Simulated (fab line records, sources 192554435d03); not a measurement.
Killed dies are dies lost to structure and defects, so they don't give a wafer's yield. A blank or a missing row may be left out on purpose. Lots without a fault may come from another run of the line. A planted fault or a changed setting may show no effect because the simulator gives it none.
Split-lot experiment | flow n5_finfet | 7 lots, 21 wafers read, on a route of 1938 steps

THE SPLIT
At N5_BEOL_M15_ILD_DEP_00 (deposits SiO2 from TEOS/O2, target thk 1629.3 nm, time 346.1 s), the setting time_s was moved away from the recipe's 346.1 s on 7 of the 21 wafers read, by -13.5% to +13.4%. The other wafers ran this setting at the recipe's value.

The file shows no step between the split and the reading.

THE READING
M15_ILD_THK, in nm, at N5_BEOL_M15_THK_MEAS_01. Fault-free wafers of this fab line usually give 1617 nm, standard deviation 22 nm.

wafer  | tool, chamber at the split | time_s as run, s | against the recipe | M15_ILD_THK, nm | against lot-mates on the recipe
L079.2 | pecvd-02, 2                | 361.2            | +4.4%              | 1668            | +36
L079.3 | pecvd-02, 1                | 346.1            | recipe             | 1604            | -
L079.5 | pecvd-02, 0                | 346.1            | recipe             | 1661            | -
L078.1 | pecvd-04, 2                | 346.1            | recipe             | 1619            | -
L078.3 | pecvd-04, 1                | 392.6            | +13.4%             | 1811            | +188
L078.6 | pecvd-04, 1                | 346.1            | recipe             | 1627            | -
L082.2 | pecvd-03, 2                | 379.1            | +9.5%              | 1716            | +114
L082.3 | pecvd-03, 1                | 346.1            | recipe             | 1602            | -
L082.4 | pecvd-03, 0                | 379.1            | +9.5%              | 1780            | +178
L091.1 | pecvd-02, 2                | 346.1            | recipe             | 1592            | -
L091.2 | pecvd-02, 1                | 346.1            | recipe             | 1596            | -
L091.6 | pecvd-02, 2                | 346.1            | recipe             | 1639            | -
L094.1 | pecvd-03, 1                | 321.3            | -7.2%              | 1518            | -124
L094.4 | pecvd-03, 2                | 346.1            | recipe             | 1625            | -
L094.5 | pecvd-03, 1                | 346.1            | recipe             | 1659            | -
L097.2 | pecvd-03, 0                | 367.8            | +6.3%              | 1716            | +81
L097.4 | pecvd-03, 2                | 346.1            | recipe             | 1634            | -
L097.5 | pecvd-03, 0                | 346.1            | recipe             | 1636            | -
L095.1 | pecvd-03, 0                | 346.1            | recipe             | 1594            | -
L095.2 | pecvd-03, 1                | 299.3            | -13.5%             | 1367            | -240
L095.6 | pecvd-03, 0                | 346.1            | recipe             | 1620            | -

THE FIT
A straight line over all 21 wafers: M15_ILD_THK changes by +15.4 nm for each +1% of time_s; r = +0.96; the points scatter about the line by 25 nm.
The same after taking each lot's own level away (the mean of its wafers on the recipe; 21 wafers): +15.6 nm for each +1%; r = +0.97; scatter 21 nm.
On that fit, the largest move of time_s shifts the reading by 2.1e+02 nm.
The lots' own levels span 1602.0 to 1642.0 nm, that is 1.8 times the standard deviation above.
So the lot-to-lot level changes the slope little: the two slopes agree.
Check: with one of the wafers moved furthest among these (-13.5%) left out of the fit, the line predicts -202 nm for it against its lot-mates. It came out at -240 nm against them.

OTHER SPLITS ON THESE WAFERS
These wafers also went through other splits before the reading. Each is held against what the fit with the lots' levels taken away leaves over:
other split on the same wafers    | wafers away from the commonest value | r with M15_ILD_THK (lot level and that fit taken away)
N5_BEOL_M13_TRENCH_ETCH_34 time_s | 6                                    | +0.33
N5_BEOL_M14_SPUTTER_43 power_w    | 2                                    | -0.25

THE WHOLE CHAIN: every reading that the file lists as answering this split, in the file's order
step                    | what it does                                                   | reading                                                                             | change (the file's fit)              | r (the file's)
N5_BEOL_M15_ILD_DEP_00  | deposits SiO2 from TEOS/O2, target thk 1629.3 nm, time 346.1 s | SiO2_of_BEOL_M15_ILD_DEP_00.thk_nm (the simulator's own value, which no gauge read) | +15.6 nm for each +1% of the setting | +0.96
N5_BEOL_M15_THK_MEAS_01 |                                                                | M15_ILD_THK                                                                         | +15.5 for each +1% of the setting    | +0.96
N5_BEOL_M15_VIA_ETCH_16 | etches SiO2 in C4F8/O2/Ar, target depth 1792.2 nm              | etch.depth_nm (the simulator's own value, which no gauge read)                      | +15.6 nm for each +1% of the setting | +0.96
N5_BEOL_M15_VIA_ETCH_16 | etches SiO2 in C4F8/O2/Ar, target depth 1792.2 nm              | coat_of_BEOL_M15_COAT_04.thk_nm (the simulator's own value, which no gauge read)    | -3.62 nm for each +1% of the setting | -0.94

THE FILE'S OWN FIT
M15_ILD_THK changes by +15.5 nm for each +1% of time_s, r = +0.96.
